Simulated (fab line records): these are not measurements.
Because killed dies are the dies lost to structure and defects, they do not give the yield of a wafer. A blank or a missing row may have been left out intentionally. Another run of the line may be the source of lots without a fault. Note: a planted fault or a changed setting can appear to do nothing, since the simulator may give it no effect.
A lot that was struck, set against a sound lot :: flow nandHarc :: 42 out of 1159 route steps
Sound: these wafers, L784.2, L784.4, L784.5. Struck: wafer L791.6. (L791.1, L791.5 of the same lot were not struck and are left out.) The cause comes at the end.
Each step with rows lists, per side, the tool, then ch with its chambers, then its first start. Under that, the readings that differ: sound wafers :: struck wafers :: difference of the means :: sigmas: that difference in standard deviations of wafers without a fault.
alike: readings whose means differ by less than 2 such deviations, and words and numbers that are the same on both sides. not compared: withheld readings, readings that some wafer has no value for, bounds like >300 that may hide the same value, and numbers for which the record gives no deviation and whose values overlap.
A row with sigmas, a row that says differs or no value, or rows on one side alone: a step with any of these is where the two part. When numbers do not overlap yet have no deviation, they are printed without sigmas and do not part them. A reading missing from all wafers of one side parts the sides only when that side holds two or more wafers.

first, 1 step without rows for these wafers: NHARC_P_STI_HARDBAKE_13 (time 65 s).
NHARC_P_STI_DESCUM_14: chemistry O2, time 3 s.
  sound on rieDiel-06 ch 1,3, day 3 04:55; struck on rieDiel-12 ch 1, day 4 23:41
reading: rfVppV (V)
sound: 56.4 57.9 56.6
struck: 59.2
difference: +2.2
sigmas: +2
  alike: drypumpMotorCurrentA, oesProductAu, showerheadPlenumPTorr, throttleValvePct
  not compared: rfHoursCounterH
NHARC_P_STI_ETCH_42: etches the open film in N2/H2, target depth 80 nm, overetch 24 nm, time 61 s.
  sound on rieDiel-06 ch 1,2, day 3 05:07; struck on rieDiel-12 ch 3, day 4 23:47
reading: oesProductAu (a.u.)
sound: 0.981 0.978 1.000
struck: 1.010
difference: +0.024
sigmas: +3
  alike: drypumpMotorCurrentA, rfVppV, showerheadPlenumPTorr, throttleValvePct
  not compared: rfHoursCounterH
NHARC_P_STI_ETCH_31: etches the open film in CF4/CHF3, target depth 108.9 nm, time 54.5 s.
  sound on rieDiel-06 ch 1,2,3; struck on rieDiel-12 ch 1
reading: chf3FlowSccm (sccm)
sound: 29.98 29.97 29.88
struck: 30.16
difference: +0.22
sigmas: +2
  alike: drypumpMotorCurrentA, oesProductAu, rfVppV, showerheadPlenumPTorr, throttleValvePct
  not compared: rfHoursCounterH
then, 1 step without rows for these wafers: NHARC_P_STI_ETCH_15 (etches the open film in HBr/Cl2, target depth 300 nm, time 100.1 s).
NHARC_P_STI_CD_MEAS_16:
  sound: cdSem-01 at day 3 05:29; struck: cdSem-01 at day 5 00:08
  alike: cdNm
NHARC_P_STI_OCD_MEAS_17:
  sound: ocd-02 at day 3 05:34; struck: ocd-02 at day 5 00:13
  alike: trenchDepthNm, trenchFootCdNm
then, 3 steps without rows for these wafers: NHARC_P_STI_STRIP_19 (strips in SPM, time 900 s); NHARC_P_STI_PRECLEAN_32 (cleans in SC1); NHARC_P_STI_SRD_23.
NHARC_P_STI_OCD_MEAS_43:
  sound: ocd-02 at day 3 06:05; struck: ocd-01 at day 5 00:43
  alike: trenchDepthNm, trenchFootCdNm
then, 1 step without rows for these wafers: NHARC_P_STI_OXIDE_33 (material SiO2, target thk 10 nm, ox time 281 s).
NHARC_P_STI_HDPCVD_20: deposits SiO2.
  sound on hdpcvd-01 ch 0,1, day 3 14:41; struck on hdpcvd-01 ch 0,1, day 5 10:47
then, 1 step without rows for these wafers: NHARC_P_STI_ANNEAL_34 (time 1800 s).
NHARC_P_STI_CMP_21: polishes, t overpolish 20 s, target thk 380.67 nm.
  sound on cmp-01 ch 0,3, day 3 23:38; struck on cmp-01 ch 2, day 5 20:35
  alike: motorCurrentA, overpolishRunS
then, 7 steps without rows for these wafers: NHARC_P_STI_SRD_35; NHARC_P_STI_ETCH_36 (etches SiO2 in dHF, target depth 38.8 nm); NHARC_P_STI_STRIP_24 (strips Si3N4 in H3PO4); NHARC_P_STI_ETCH_37 (etches SiO2 in dHF, target depth 11 nm); NHARC_P_STI_PRECLEAN_38 (cleans in SC1); NHARC_P_STI_SRD_39; NHARC_P_STI_OXIDE_40 (material SiO2, target thk 10 nm, ox time 1362 s).
NHARC_P_STI_INSPECT_25:
  sound: defectInspect-01 at day 4 08:01; struck: defectInspect-01 at day 6 07:13
  alike: rawDefectCount
then, 12 steps without rows for these wafers: NHARC_P_GATE_ETCH_69 (etches SiO2 in dHF, target depth 14 nm); NHARC_P_GATE_PRECLEAN_70 (cleans in SC1); NHARC_P_GATE_SRD_01; NHARC_P_GATE_OXIDE_02 (material SiO2, target thk 37.5 nm, ox time 365 s); NHARC_P_GATE_DEHYDRATE_03 (time 120 s); NHARC_P_GATE_HMDS_04 (time 30 s); NHARC_P_GATE_COAT_05; NHARC_P_GATE_SOFTBAKE_06 (time 95 s); NHARC_P_GATE_EBR_07; NHARC_P_GATE_EXPOSE_08 (exposes mask P HV); NHARC_P_GATE_PEB_09 (peb time 85 s); NHARC_P_GATE_DEVELOP_10 (time 70 s).
NHARC_P_GATE_CD_MEAS_11: target cd 1640 nm.
  the record has rows for the sound wafers here (cdSem-03 ch 0, day 4 16:22) and none for the struck ones
then, 1 step without rows for these wafers: NHARC_P_GATE_HARDBAKE_12 (time 80 s).
NHARC_P_GATE_DESCUM_13: chemistry O2, time 3 s.
  the record has rows for the sound wafers here (rieDiel-13 ch 0,1,3, day 4 16:33) and none for the struck ones
then, 3 steps without rows for these wafers: NHARC_P_GATE_ETCH_14 (etches SiO2 in dHF, target depth 48.8 nm); NHARC_P_GATE_STRIP_15 (strips in SPM, time 780 s); NHARC_P_GATE_PRECLEAN_71 (cleans in SC1).
-- break in the record here, with 16 days between the starts of the struck wafers on either side (left off in module P_GATE, picked up again in module END, where the first step shown is number 1159 on the route) --
NHARC_END_SORT_01:
  here the record holds rows for the struck wafers (prober-02 ch 0, day 21 21:47) but none for the sound ones

== WHERE THEY PART ==
At NHARC_P_STI_DESCUM_14 first; at NHARC_END_SORT_01 last (within this record only).

WHY: what had been put in by the simulator
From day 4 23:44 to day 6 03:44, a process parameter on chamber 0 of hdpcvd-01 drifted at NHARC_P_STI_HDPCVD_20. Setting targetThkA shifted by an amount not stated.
